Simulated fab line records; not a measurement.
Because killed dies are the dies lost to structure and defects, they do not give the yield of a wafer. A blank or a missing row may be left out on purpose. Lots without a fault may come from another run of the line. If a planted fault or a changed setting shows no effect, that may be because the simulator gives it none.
fab line records -- flow n5_finfet
[record] lots = 7, wafers = 21
route steps=1938 shown MOL_CONTACT_COAG@523 BEOL_M0_SAQP@632
start_h: hours from the record's first day to the start of the lot's first wafer shown -- wait_h: how many hours have passed since the lot's step before this one -- " the same as in the row above -- L1.1+2: a single row standing in for several wafers -- - no value present, or no start provided -- * or withheld: withheld -- < > ~ a bound
route shown NAME@n: names a module that has steps shown in the file, with the first one's number in the route -- usual: mean/standard deviation of fault-free wafers -- same: alike in all rows -- chamber/n: place in a boat -- sites: each site's reading -- _std_site: how widely they spread, as a standard deviation -- _edge_site: outer sites' mean less inner sites' -- radius_mm: for every site, how far away it sits from the centre of the wafer -- mask NAME#n: copy n -- behind: the most recent tool/chamber to have shaped the wafer -- hold: cause of the lot's hold/its duration in hours/its outcome -- device: names the non-switching transistor (n, p or np) -- end of line: the route-end tests of the same wafers -- a step given without rows: its recipe and nothing more -- killed: dies that structure and defects cost at the first sort, which is not the same as the wafer's yield -- map: dies across one wafer; x = killed, . = not, _ = none there
set.NAME: the run value of the setting; set.NAME@STEP: its run value at that earlier step -- model.NAME: the simulator's own value behind a step, which no gauge read
lots run with intentionally changed settings; tables by step, rows by wafer
[[steps]]
[step N5_MOL_CONTACT_COAG_EXPOSE_05]
[recipe] mask_id = CA, na = 0.33, source_shape = annular, sigma_inner = 0.4, sigma_outer = 0.8, polarization = unpolarized, defocus_nm = 0, dose_mj = 38.25
lot.wafer,tool,chamber,start_h,wait_h,mask,set.dose_mj
L074.2+5+6,euv_scanner-01,0,101.20,-,CA#0,38.25
L077.1,euv_scanner-01,0,108.40,-,CA#0,38.25
L077.4+5,euv_scanner-01,0,108.40,-,CA#0,36.21
L080.2+6,euv_scanner-01,0,126.87,-,CA#0,36.83
L080.5,euv_scanner-01,0,126.87,-,CA#0,38.25
L085.1+5,euv_scanner-02,0,157.34,-,CA#0,38.25
L085.4,euv_scanner-02,0,157.34,-,CA#0,40.59
L087.2,euv_scanner-02,0,172.62,-,CA#0,36.95
L087.3+6,euv_scanner-02,0,172.62,-,CA#0,38.25
L091.1+6,euv_scanner-02,0,195.05,-,CA#0,39.63
L091.3,euv_scanner-02,0,195.05,-,CA#0,38.25
L095.1+4+5,euv_scanner-01,0,214.08,-,CA#0,38.25
[step N5_MOL_CONTACT_COAG_PEB_06]
[recipe] peb_temp_c = 100, peb_time_s = 60, resist = CAR-EUV
[step N5_MOL_CONTACT_COAG_DEVELOP_07]
[recipe] develop_time_s = 30, developer = TMAH, resist = CAR-EUV, rinse_liquid = surfactant_rinse, dry = air_spin, dev_temp_c = 23
[step N5_MOL_CONTACT_COAG_CD_MEAS_08]
[recipe] target_cd_nm = 28, landing_energy_ev = 500, detector = se_inlens, polarity = opening
[usual] cd_nm = 28.07/0.28
lot.wafer,tool,chamber,start_h,wait_h,set.dose_mj@MOL_CONTACT_COAG_EXPOSE_05,cd_nm
L074.2,cd_sem-01,0,101.32,-,38.25,28.40
L074.5,cd_sem-01,0,101.32,-,38.25,28.77
L074.6,cd_sem-01,0,101.32,-,38.25,28.34
L077.1,cd_sem-01,0,108.53,-,38.25,27.57
L077.4,cd_sem-01,0,108.53,-,36.21,26.63
L077.5,cd_sem-01,0,108.53,-,36.21,26.73
L080.2,cd_sem-02,0,127.00,-,36.83,27.12
L080.5,cd_sem-02,0,127.00,-,38.25,28.29
L080.6,cd_sem-02,0,127.00,-,36.83,27.03
L085.1,cd_sem-03,0,157.47,-,38.25,27.61
L085.4,cd_sem-03,0,157.47,-,40.59,28.94
L085.5,cd_sem-03,0,157.47,-,38.25,28.18
L087.2,cd_sem-02,0,172.74,-,36.95,27.26
L087.3,cd_sem-02,0,172.74,-,38.25,28.63
L087.6,cd_sem-02,0,172.74,-,38.25,28.75
L091.1,cd_sem-03,0,195.18,-,39.63,28.85
L091.3,cd_sem-03,0,195.18,-,38.25,28.01
L091.6,cd_sem-03,0,195.18,-,39.63,28.27
L095.1,cd_sem-03,0,214.21,-,38.25,28.10
L095.4,cd_sem-03,0,214.21,-,38.25,27.67
L095.5,cd_sem-03,0,214.21,-,38.25,28.25
[step N5_MOL_CONTACT_COAG_DESCUM_13]
[recipe] chemistry = O2, time_s = 7, source_power_w = 50, bias_power_w = 20, pressure_mtorr = 20, rf_frequency_hz = 2.712e+07, temp_c = 40, resist = CAR-EUV, o2_flow_sccm = 225
[step N5_MOL_CONTACT_COAG_ETCH_59]
[recipe] chemistry = N2/H2, target = underlayer, target_depth_a = 130, mask_material = CAR-EUV, time_s = 10.4, ion_energy_ev = 200, pressure_mtorr = 30, source_w = 840, bias_w = 150, n2_flow_sccm = 200, h2_flow_sccm = 200, ends = cleared
lot.wafer,tool,chamber,start_h,wait_h,set.dose_mj@MOL_CONTACT_COAG_EXPOSE_05,model.MOL_CONTACT_COAG.cd_offset_nm
L074.2+5+6,rie_diel-06,"0,3,0",101.48,0.0,38.25,0.6
L077.1,rie_diel-01,0,108.69,0.0,38.25,-0.6
L077.4,rie_diel-01,2,108.69,0.0,36.21,-1.8
L077.5,rie_diel-01,3,108.69,0.0,36.21,-1.4
L080.2,rie_diel-01,3,127.15,0.0,36.83,-0.6
L080.5,rie_diel-01,2,127.15,0.0,38.25,0.2
L080.6,rie_diel-01,1,127.15,0.0,36.83,-0.8
L085.1+5,rie_diel-06,"0,3",157.63,0.0,38.25,0
L085.4,rie_diel-06,1,157.63,0.0,40.59,1
L087.2,rie_diel-06,3,173.04,0.0,36.95,-0.8
L087.3,rie_diel-06,0,173.04,0.0,38.25,0.4
L087.6,rie_diel-06,1,173.04,0.0,38.25,0.2
L091.1+6,rie_diel-06,"0,3",195.34,0.0,39.63,0.6
L091.3,rie_diel-06,3,195.34,0.0,38.25,-0.2
L095.1,rie_diel-03,3,214.37,0.0,38.25,0
L095.4,rie_diel-03,2,214.37,0.0,38.25,-0.2
L095.5,rie_diel-03,0,214.37,0.0,38.25,0.2
[step N5_MOL_CONTACT_COAG_ETCH_105]
[recipe] chemistry = CF4, target = SiARC, target_depth_a = 156, mask_material = CAR-EUV, time_s = 26, ion_energy_ev = 80, pressure_mtorr = 40, source_w = 545, bias_w = 36, Ar_flow_sccm = 100, cf4_flow_sccm = 100, ends = cleared
lot.wafer,tool,chamber,start_h,wait_h,set.dose_mj@MOL_CONTACT_COAG_EXPOSE_05,model.MOL_CONTACT_COAG.cd_offset_nm
L074.2+5,rie_diel-06,"0,3",101.50,0.0,38.25,0.6
L074.6,rie_diel-06,0,101.50,0.0,38.25,0.4
L077.1,rie_diel-01,0,108.71,0.0,38.25,-0.6
L077.4,rie_diel-01,2,108.71,0.0,36.21,-1.8
L077.5,rie_diel-01,3,108.71,0.0,36.21,-1.6
L080.2,rie_diel-01,3,127.17,0.0,36.83,-0.6
L080.5,rie_diel-01,2,127.17,0.0,38.25,0.2
L080.6,rie_diel-01,1,127.17,0.0,36.83,-0.8
L085.1,rie_diel-06,0,157.65,0.0,38.25,-0.2
L085.4,rie_diel-06,1,157.65,0.0,40.59,1
L085.5,rie_diel-06,3,157.65,0.0,38.25,0
L087.2,rie_diel-06,3,173.06,0.0,36.95,-0.8
L087.3+6,rie_diel-06,"0,1",173.06,0.0,38.25,0.4
L091.1,rie_diel-06,0,195.36,0.0,39.63,0.4
L091.3,rie_diel-06,3,195.36,0.0,38.25,-0.2
L091.6,rie_diel-06,3,195.36,0.0,39.63,0.8
L095.1,rie_diel-03,3,214.39,0.0,38.25,0
L095.4,rie_diel-03,2,214.39,0.0,38.25,-0.2
L095.5,rie_diel-03,0,214.39,0.0,38.25,0.2
[step N5_MOL_CONTACT_COAG_ETCH_106]
[recipe] chemistry = N2/H2, target = SOC, target_depth_a = 800, overetch_a = 160, mask_material = SiARC, temp_c = 40, time_s = 120, ion_energy_ev = 200, pressure_mtorr = 30, source_w = 840, bias_w = 150, n2_flow_sccm = 200, h2_flow_sccm = 200
lot.wafer,tool,chamber,start_h,wait_h,set.dose_mj@MOL_CONTACT_COAG_EXPOSE_05,model.MOL_CONTACT_COAG.cd_offset_nm
L074.2+5+6,rie_diel-06,"0,3,0",101.53,0.0,38.25,0.4
L077.1,rie_diel-01,0,108.74,0.0,38.25,-0.4
L077.4,rie_diel-01,2,108.74,0.0,36.21,-1.8
L077.5,rie_diel-01,3,108.74,0.0,36.21,-1.6
L080.2,rie_diel-01,3,127.20,0.0,36.83,-0.4
L080.5,rie_diel-01,2,127.20,0.0,38.25,0.2
L080.6,rie_diel-01,1,127.20,0.0,36.83,-0.6
L085.1,rie_diel-06,0,157.67,0.0,38.25,-0.4
L085.4,rie_diel-06,1,157.67,0.0,40.59,0.8
L085.5,rie_diel-06,3,157.67,0.0,38.25,-0.2
L087.2,rie_diel-06,3,173.09,0.0,36.95,-1
L087.3+6,rie_diel-06,"0,1",173.09,0.0,38.25,0.2
L091.1,rie_diel-06,0,195.39,0.0,39.63,0.4
L091.3,rie_diel-06,3,195.39,0.0,38.25,-0.4
L091.6,rie_diel-06,3,195.39,0.0,39.63,0.6
L095.1+5,rie_diel-03,"3,0",214.41,0.0,38.25,0
L095.4,rie_diel-03,2,214.41,0.0,38.25,-0.2
[step N5_MOL_CONTACT_COAG_STRIP_107]
[recipe] chemistry = N2/H2, temp_c = 40, n2_flow_sccm = 200, h2_flow_sccm = 200, rf_frequency_hz = 6e+07
[step N5_MOL_CONTACT_COAG_STRIP_108]
[recipe] chemistry = N2/H2, temp_c = 40, n2_flow_sccm = 200, h2_flow_sccm = 200, rf_frequency_hz = 6e+07
[step N5_MOL_CONTACT_COAG_CONTACT_ETCH_14]
[recipe] chemistry = C4F6/O2, target = SiO2, target_depth_a = 275, overetch_a = 85, mask_material = SOC, pressure_mtorr = 30, source_w = 370, bias_w = 185, Ar_flow_sccm = 300, C4F6_flow_sccm = 16, O2_flow_sccm = 10, time_s = 20, ion_energy_ev = 259.6
lot.wafer,tool,chamber,start_h,wait_h,set.dose_mj@MOL_CONTACT_COAG_EXPOSE_05,model.MOL_CONTACT_COAG.cd_offset_nm
L074.2+6,rie_diel-06,0,101.63,0.0,38.25,0.6
L074.5,rie_diel-06,3,101.63,0.0,38.25,0.4
L077.1,rie_diel-01,0,108.84,0.0,38.25,-0.4
L077.4,rie_diel-01,2,108.84,0.0,36.21,-1.8
L077.5,rie_diel-01,3,108.84,0.0,36.21,-1.6
L080.2,rie_diel-01,3,127.30,0.0,36.83,-0.6
L080.5,rie_diel-01,2,127.30,0.0,38.25,0.2
L080.6,rie_diel-01,1,127.30,0.0,36.83,-0.8
L085.1+5,rie_diel-06,"0,3",157.77,0.0,38.25,-0.4
L085.4,rie_diel-06,1,157.77,0.0,40.59,1
L087.2,rie_diel-06,3,173.19,0.0,36.95,-1
L087.3+6,rie_diel-06,"0,1",173.19,0.0,38.25,0.2
L091.1,rie_diel-06,0,195.49,0.0,39.63,0.4
L091.3,rie_diel-06,3,195.49,0.0,38.25,-0.2
L091.6,rie_diel-06,3,195.49,0.0,39.63,0.8
L095.1,rie_diel-03,3,214.51,0.0,38.25,0
L095.4,rie_diel-03,2,214.51,0.0,38.25,-0.2
L095.5,rie_diel-03,0,214.51,0.0,38.25,0.2
[step N5_MOL_CONTACT_COAG_STRIP_109]
[recipe] chemistry = C4F6/O2, resist = SiARC, rf_frequency_hz = 6e+07
[step N5_MOL_CONTACT_COAG_ETCH_15]
[recipe] chemistry = CH3F/O2, target = SiNx, target_depth_a = 70, mask_material = SOC, stop_on = Si:P, over_etch_frac = 0.75, ion_energy_ev = 120, pressure_mtorr = 30, source_w = 395, bias_w = 73, Ar_flow_sccm = 150, CH3F_flow_sccm = 30, O2_flow_sccm = 20
lot.wafer,tool,chamber,start_h,wait_h,set.dose_mj@MOL_CONTACT_COAG_EXPOSE_05,model.MOL_CONTACT_COAG.cd_offset_nm
L074.2,rie_diel-06,0,101.66,0.0,38.25,0.6
L074.5+6,rie_diel-06,"3,0",101.66,0.0,38.25,0.4
L077.1,rie_diel-01,0,108.87,0.0,38.25,-0.2
L077.4,rie_diel-01,2,108.87,0.0,36.21,-1.8
L077.5,rie_diel-01,3,108.87,0.0,36.21,-1.6
L080.2,rie_diel-01,3,127.34,0.0,36.83,-0.6
L080.5,rie_diel-01,2,127.34,0.0,38.25,0
L080.6,rie_diel-01,1,127.34,0.0,36.83,-0.8
L085.1,rie_diel-06,0,157.81,0.0,38.25,-0.4
L085.4,rie_diel-06,1,157.81,0.0,40.59,0.8
L085.5,rie_diel-06,3,157.81,0.0,38.25,-0.2
L087.2,rie_diel-06,3,173.22,0.0,36.95,-1
L087.3+6,rie_diel-06,"0,1",173.22,0.0,38.25,0.2
L091.1,rie_diel-06,0,195.52,0.0,39.63,0.4
L091.3,rie_diel-06,3,195.52,0.0,38.25,-0.4
L091.6,rie_diel-06,3,195.52,0.0,39.63,0.8
L095.1,rie_diel-03,3,214.55,0.0,38.25,0
L095.4,rie_diel-03,2,214.55,0.0,38.25,-0.2
L095.5,rie_diel-03,0,214.55,0.0,38.25,0.2
[step N5_MOL_CONTACT_COAG_ETCH_110]
[recipe] chemistry = CF4/O2, target = Si, target_depth_a = 25, time_s = 8, pressure_mtorr = 100, source_w = 200, bias_w = 12, ion_energy_ev = 60, Ar_flow_sccm = 100, cf4_flow_sccm = 100, O2_flow_sccm = 10
lot.wafer,tool,chamber,start_h,wait_h,set.dose_mj@MOL_CONTACT_COAG_EXPOSE_05,model.MOL_CONTACT_COAG.cd_offset_nm
L074.2+6,rie_diel-06,0,101.72,0.0,38.25,0.6
L074.5,rie_diel-06,3,101.72,0.0,38.25,0.4
L077.1,rie_diel-01,0,108.93,0.0,38.25,-0.2
L077.4,rie_diel-01,2,108.93,0.0,36.21,-1.8
L077.5,rie_diel-01,3,108.93,0.0,36.21,-1.6
L080.2,rie_diel-01,3,127.40,0.0,36.83,-0.6
L080.5,rie_diel-01,2,127.40,0.0,38.25,0
L080.6,rie_diel-01,1,127.40,0.0,36.83,-0.8
L085.1,rie_diel-06,0,157.87,0.0,38.25,-0.4
L085.4,rie_diel-06,1,157.87,0.0,40.59,1
L085.5,rie_diel-06,3,157.87,0.0,38.25,-0.2
L087.2,rie_diel-06,3,173.28,0.0,36.95,-1
L087.3,rie_diel-06,0,173.28,0.0,38.25,0.2
L087.6,rie_diel-06,1,173.28,0.0,38.25,0.4
L091.1+6,rie_diel-06,"0,3",195.58,0.0,39.63,0.6
L091.3,rie_diel-06,3,195.58,0.0,38.25,-0.4
L095.1+5,rie_diel-03,"3,0",214.61,0.0,38.25,0
L095.4,rie_diel-03,2,214.61,0.0,38.25,-0.2
[step N5_MOL_CONTACT_COAG_STRIP_98]
[recipe] chemistry = N2/H2, power_w = 500, temp_c = 40, pressure_mtorr = 50, rf_frequency_hz = 6e+07, overash_fraction = 0.3, bias_power_w = 8, h2_frac = 0.5, n2_flow_sccm = 300, h2_flow_sccm = 300
[step N5_MOL_CONTACT_COAG_CD_MEAS_99]
[recipe] target_cd_nm = 17.2, polarity = opening
[usual] cd_nm = 17.2/0.38
lot.wafer,tool,chamber,start_h,wait_h,set.dose_mj@MOL_CONTACT_COAG_EXPOSE_05,cd_nm
L074.2,cd_sem-02,-,101.84,-,38.25,17.9
L074.5,cd_sem-02,-,101.84,-,38.25,17.9
L074.6,cd_sem-02,-,101.84,-,38.25,17.6
L077.1,cd_sem-01,-,109.05,-,38.25,17.1
L077.4,cd_sem-01,-,109.05,-,36.21,15.5
L077.5,cd_sem-01,-,109.05,-,36.21,15.5
L080.2,cd_sem-01,-,127.52,-,36.83,16.7
L080.5,cd_sem-01,-,127.52,-,38.25,17.3
L080.6,cd_sem-01,-,127.52,-,36.83,15.9
L085.1,cd_sem-02,-,157.99,-,38.25,17.1
L085.4,cd_sem-02,-,157.99,-,40.59,18.1
L085.5,cd_sem-02,-,157.99,-,38.25,16.8
L087.2,cd_sem-03,-,173.40,-,36.95,16.2
L087.3,cd_sem-03,-,173.40,-,38.25,17.4
L087.6,cd_sem-03,-,173.40,-,38.25,17.2
L091.1,cd_sem-03,-,195.70,-,39.63,18.4
L091.3,cd_sem-03,-,195.70,-,38.25,16.7
L091.6,cd_sem-03,-,195.70,-,39.63,17.8
L095.1,cd_sem-03,-,214.73,-,38.25,17.1
L095.4,cd_sem-03,-,214.73,-,38.25,17.3
L095.5,cd_sem-03,-,214.73,-,38.25,17.1
[step N5_BEOL_M0_SAQP_PECVD_00]
[recipe] material = SiCN, target_thk_a = 80, temp_c = withheld, precursor = 3MS/NH3, pressure_torr = 3, rf_w = 202, time_s = 14
lot.wafer,tool,chamber,start_h,wait_h,set.time_s,model.SiCN_of_BEOL_M0_SAQP_PECVD_00.thk_nm
L074.2,pecvd-02,1,122.76,0.2,15.84,9
L074.5,pecvd-02,0,122.76,0.2,14,8.2
L074.6,pecvd-02,2,122.76,0.2,15.84,9.2
L077.1+4,pecvd-02,0,129.95,0.2,14,8
L077.5,pecvd-02,2,129.95,0.2,14,7.8
L080.2+5,pecvd-04,"1,2",145.60,0.2,14,8
L080.6,pecvd-04,1,145.60,0.2,12.06,7.2
L085.1,pecvd-04,2,177.85,0.2,14,7.8
L085.4,pecvd-04,2,177.85,0.2,14,8
L085.5,pecvd-04,1,177.85,0.2,14,8.2
L087.2,pecvd-04,1,191.78,0.2,12.38,7.2
L087.3,pecvd-04,1,191.78,0.2,12.38,7.4
L087.6,pecvd-04,1,191.78,0.2,14,8.2
L091.1+3,pecvd-01,"2,1",214.80,0.2,12.52,7.2
L091.6,pecvd-01,1,214.80,0.2,14,8.2
L095.1+4,pecvd-02,1,231.00,0.2,14,7.8
L095.5,pecvd-02,1,231.00,0.2,14,8
[step N5_BEOL_M0_SAQP_PECVD_04]
[recipe] material = a-Si, target_thk_a = 600, temp_c = 350, precursor = SiH4/He, pressure_torr = 3, rf_w = 100, time_s = 60.2
lot.wafer,tool,chamber,start_h,wait_h,set.time_s,model.a-Si_of_BEOL_M0_SAQP_PECVD_04.thk_nm
L074.2,pecvd-02,2,126.23,0.0,60.2,59
L074.5,pecvd-02,0,126.23,0.0,60.2,61.2
L074.6,pecvd-02,2,126.23,0.0,60.2,59.4
L077.1,pecvd-04,1,133.23,0.0,68.74,67.8
L077.4,pecvd-04,0,133.23,0.0,60.2,60.2
L077.5,pecvd-04,2,133.23,0.0,68.74,68.2
L080.2,pecvd-04,2,146.74,0.0,60.2,60.4
L080.5,pecvd-04,2,146.74,0.0,60.2,61.6
L080.6,pecvd-04,0,146.74,0.0,60.2,60.6
L085.1,pecvd-02,2,179.84,0.0,60.2,60
L085.4,pecvd-02,0,179.84,0.0,60.2,60.6
L085.5,pecvd-02,2,179.84,0.0,60.2,60.4
L087.2,pecvd-02,0,193.86,0.0,60.2,60.2
L087.3,pecvd-02,2,193.86,0.0,60.2,59.6
L087.6,pecvd-02,2,193.86,0.0,64.3,64.6
L091.1,pecvd-04,1,216.60,0.0,60.2,59.4
L091.3,pecvd-04,0,216.60,0.0,60.2,59.6
L091.6,pecvd-04,2,216.60,0.0,60.2,60.4
L095.1,pecvd-01,0,231.50,0.0,60.2,59.8
L095.4,pecvd-01,0,231.50,0.0,60.2,61.2
L095.5,pecvd-01,1,231.50,0.0,60.2,61
[step N5_BEOL_M0_SAQP_THK_MEAS_05]
[usual] thk_nm = 60.0/0.7
lot.wafer,tool,chamber,start_h,wait_h,set.time_s@BEOL_M0_SAQP_PECVD_04,thk_nm
L074.2,film_metro-02,-,126.32,0.1,60.2,59.0
L074.5,film_metro-02,-,126.32,0.1,60.2,61.2
L074.6,film_metro-02,-,126.32,0.1,60.2,59.4
L077.1,film_metro-01,-,133.33,0.1,68.74,67.8
L077.4,film_metro-01,-,133.33,0.1,60.2,60.3
L077.5,film_metro-01,-,133.33,0.1,68.74,68.2
L080.2,film_metro-01,-,146.84,0.1,60.2,60.5
L080.5,film_metro-01,-,146.84,0.1,60.2,61.6
L080.6,film_metro-01,-,146.84,0.1,60.2,60.5
L085.1,film_metro-02,-,179.93,0.1,60.2,60.0
L085.4,film_metro-02,-,179.93,0.1,60.2,60.6
L085.5,film_metro-02,-,179.93,0.1,60.2,60.4
L087.2,film_metro-02,-,193.96,0.1,60.2,60.2
L087.3,film_metro-02,-,193.96,0.1,60.2,59.7
L087.6,film_metro-02,-,193.96,0.1,64.3,64.6
L091.1,film_metro-01,-,216.69,0.1,60.2,59.4
L091.3,film_metro-01,-,216.69,0.1,60.2,59.7
L091.6,film_metro-01,-,216.69,0.1,60.2,60.4
L095.1,film_metro-02,-,231.60,0.1,60.2,59.9
L095.4,film_metro-02,-,231.60,0.1,60.2,61.1
L095.5,film_metro-02,-,231.60,0.1,60.2,61.0
[step N5_BEOL_M0_SAQP_HM_DEP_111]
[recipe] material = SiO2, target_thk_a = 120, temp_c = 400, precursor = SiH4/N2O, pressure_torr = 0.75, rf_w = 275, time_s = 7.2
[step N5_BEOL_M0_SAQP_COAT_81]
[recipe] resist = SOC, temp_c = 250, time_s = 60, spin_rpm = 1500, resist_thk_nm = 100
[step N5_BEOL_M0_SAQP_HM_OPEN_112]
[recipe] chemistry = CHF3/O2, target = SiO2, stop_on = a-Si, target_depth_a = 120, over_etch_frac = 1.25, mask_material = SOC, time_s = 13.5, pressure_mtorr = 30, source_w = 650, bias_w = 170, Ar_flow_sccm = 200, CHF3_flow_sccm = 50, O2_flow_sccm = 5, ion_energy_ev = 200, ends = end_point
[step N5_BEOL_M0_SAQP_STRIP_113]
[recipe] chemistry = CHF3/O2, resist = SiARC, rf_frequency_hz = 6e+07
[step N5_BEOL_M0_SAQP_MANDREL_ETCH_20]
[recipe] target_depth_a = 600, chemistry = HBr/Cl2, target = a-Si, stop_on = SiNx, bt_time_s = 10, mask_material = SOC, over_etch_frac = 0.5, time_s = 30, pressure_mtorr = 10, icp_w = 800, bias_w = 75, HBr_flow_sccm = 150, Cl2_flow_sccm = 80, ends = end_point
lot.wafer,tool,chamber,start_h,wait_h,set.time_s@BEOL_M0_SAQP_PECVD_04,model.etch.depth_nm
L074.2,rie_si-05,1,127.35,0.0,60.2,58.95
L074.5,rie_si-05,3,127.35,0.0,60.2,61.2
L074.6,rie_si-05,2,127.35,0.0,60.2,59.44
L077.1,rie_si-02,0,134.18,0.0,68.74,67.78
L077.4,rie_si-02,3,134.18,0.0,60.2,60.2
L077.5,rie_si-02,1,134.18,0.0,68.74,68.15
L080.2,rie_si-02,0,147.68,0.0,60.2,60.38
L080.5,rie_si-02,1,147.68,0.0,60.2,61.58
L080.6,rie_si-02,2,147.68,0.0,60.2,60.53
L085.1,rie_si-04,1,180.78,0.0,60.2,59.98
L085.4,rie_si-04,3,180.78,0.0,60.2,60.6
L085.5,rie_si-04,2,180.78,0.0,60.2,60.37
L087.2,rie_si-04,2,194.83,0.0,60.2,60.11
L087.3,rie_si-04,1,194.83,0.0,60.2,59.55
L087.6,rie_si-04,3,194.83,0.0,64.3,64.53
L091.1,rie_si-04,1,218.63,0.0,60.2,59.36
L091.3,rie_si-04,3,218.63,0.0,60.2,59.63
L091.6,rie_si-04,0,218.63,0.0,60.2,60.39
L095.1,rie_si-02,0,232.44,0.0,60.2,59.84
L095.4,rie_si-02,3,232.44,0.0,60.2,61.12
L095.5,rie_si-02,0,232.44,0.0,60.2,61.02
[step N5_BEOL_M0_SAQP_COAT_72]
[recipe] resist = SiARC, temp_c = 220, time_s = 60, spin_rpm = 1500, resist_thk_nm = 15
lot.wafer,tool,chamber,start_h,wait_h,set.spin_rpm,model.SiARC_of_BEOL_M0_SAQP_COAT_72.thk_nm
L074.2+5,litho_track-04,0,-,-,1500,15
L074.6,litho_track-04,0,-,-,1578,14.6
L077.1+4+5,litho_track-05,0,-,-,1500,15
L080.2+6,litho_track-01,0,-,-,1413,15.4
L080.5,litho_track-01,0,-,-,1500,15
L085.1+5,litho_track-05,0,-,-,1607,14.4
L085.4,litho_track-05,0,-,-,1500,15
L087.2,litho_track-01,0,-,-,1571,14.6
L087.3+6,litho_track-01,0,-,-,1500,15
L091.1+3+6,litho_track-04,0,-,-,1500,15
L095.1+4+5,litho_track-05,0,-,-,1500,15
[step N5_BEOL_M0_SAQP_COAT_87]
[recipe] resist = underlayer, temp_c = 205, time_s = 60, spin_rpm = 1500, resist_thk_nm = 5
[step N5_BEOL_M0_SAQP_COAT_34]
[recipe] resist = CAR-EUV, spin_rpm = 1500, resist_thk_nm = 30
[step N5_BEOL_M0_SAQP_DESCUM_45]
[recipe] chemistry = O2, time_s = 7, source_power_w = 50, bias_power_w = 20, pressure_mtorr = 20, rf_frequency_hz = 2.712e+07, temp_c = 40, resist = CAR-EUV, o2_flow_sccm = 225
[step N5_BEOL_M0_SAQP_ETCH_88]
[recipe] chemistry = N2/H2, target = underlayer, target_depth_a = 65, time_s = 5.2, ion_energy_ev = 200, mask_material = CAR-EUV, pressure_mtorr = 30, source_w = 840, bias_w = 150, n2_flow_sccm = 200, h2_flow_sccm = 200, ends = cleared
[step N5_BEOL_M0_SAQP_ETCH_73]
[recipe] chemistry = CF4, target = SiARC, target_depth_a = 195, mask_material = CAR-EUV, time_s = 32.5, ion_energy_ev = 80, pressure_mtorr = 40, source_w = 545, bias_w = 36, Ar_flow_sccm = 100, cf4_flow_sccm = 100, ends = cleared
lot.wafer,tool,chamber,start_h,wait_h,set.spin_rpm@BEOL_M0_SAQP_COAT_72,model.etch.depth_nm
L074.2,rie_diel-04,3,131.94,0.0,1500,15.02
L074.5,rie_diel-04,0,131.94,0.0,1500,15.04
L074.6,rie_diel-04,3,131.94,0.0,1578,14.66
L077.1,rie_diel-05,0,137.79,0.0,1500,15.01
L077.4,rie_diel-05,2,137.79,0.0,1500,14.98
L077.5,rie_diel-05,2,137.79,0.0,1500,15.02
L080.2,rie_diel-02,1,151.93,0.0,1413,15.42
L080.5,rie_diel-02,1,151.93,0.0,1500,14.99
L080.6,rie_diel-02,3,151.93,0.0,1413,15.44
L085.1,rie_diel-05,1,185.28,0.0,1607,14.48
L085.4,rie_diel-05,3,185.28,0.0,1500,14.97
L085.5,rie_diel-05,3,185.28,0.0,1607,14.44
L087.2,rie_diel-05,3,198.36,0.0,1571,14.65
L087.3,rie_diel-05,1,198.36,0.0,1500,15.01
L087.6,rie_diel-05,3,198.36,0.0,1500,14.99
L091.1,rie_diel-05,1,223.68,0.0,1500,15.02
L091.3,rie_diel-05,2,223.68,0.0,1500,15.04
L091.6,rie_diel-05,3,223.68,0.0,1500,14.97
L095.1+5,rie_diel-04,0,236.11,0.0,1500,14.97
L095.4,rie_diel-04,1,236.11,0.0,1500,14.99
[[key]]
[split] step = N5_MOL_CONTACT_COAG_EXPOSE_05, setting = dose_mj, stated = 38.25, by = wafer
[response] step = N5_MOL_CONTACT_COAG_CD_MEAS_08, reading = cd_nm, change = +0.215, per = 1%, r = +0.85
[response] step = N5_MOL_CONTACT_COAG_ETCH_59, reading = model.MOL_CONTACT_COAG.cd_offset_nm, change = +0.205, per = 1%, r = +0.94
[response] step = N5_MOL_CONTACT_COAG_ETCH_105, reading = model.MOL_CONTACT_COAG.cd_offset_nm, change = +0.22, per = 1%, r = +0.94
[response] step = N5_MOL_CONTACT_COAG_ETCH_106, reading = model.MOL_CONTACT_COAG.cd_offset_nm, change = +0.226, per = 1%, r = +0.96
[response] step = N5_MOL_CONTACT_COAG_CONTACT_ETCH_14, reading = model.MOL_CONTACT_COAG.cd_offset_nm, change = +0.248, per = 1%, r = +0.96
[response] step = N5_MOL_CONTACT_COAG_ETCH_15, reading = model.MOL_CONTACT_COAG.cd_offset_nm, change = +0.24, per = 1%, r = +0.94
[response] step = N5_MOL_CONTACT_COAG_ETCH_110, reading = model.MOL_CONTACT_COAG.cd_offset_nm, change = +0.255, per = 1%, r = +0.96
[response] step = N5_MOL_CONTACT_COAG_CD_MEAS_99, reading = cd_nm, change = +0.27, per = 1%, r = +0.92
[split] step = N5_BEOL_M0_SAQP_PECVD_00, setting = time_s, stated = 14, by = wafer
[response] step = N5_BEOL_M0_SAQP_PECVD_00, reading = model.SiCN_of_BEOL_M0_SAQP_PECVD_00.thk_nm, change = +0.0719, per = 1%, r = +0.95
[split] step = N5_BEOL_M0_SAQP_PECVD_04, setting = time_s, stated = 60.2, by = wafer
[response] step = N5_BEOL_M0_SAQP_PECVD_04, reading = model.a-Si_of_BEOL_M0_SAQP_PECVD_04.thk_nm, change = +0.576, per = 1%, r = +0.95
[response] step = N5_BEOL_M0_SAQP_THK_MEAS_05, reading = thk_nm, change = *, per = 1%, r = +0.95
[response] step = N5_BEOL_M0_SAQP_MANDREL_ETCH_20, reading = model.etch.depth_nm, change = +0.575, per = 1%, r = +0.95
[split] step = N5_BEOL_M0_SAQP_COAT_72, setting = spin_rpm, stated = 1500, by = wafer
[response] step = N5_BEOL_M0_SAQP_COAT_72, reading = model.SiARC_of_BEOL_M0_SAQP_COAT_72.thk_nm, change = -0.0789, per = 1%, r = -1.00
[response] step = N5_BEOL_M0_SAQP_ETCH_73, reading = model.etch.depth_nm, change = -0.0728, per = 1%, r = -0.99
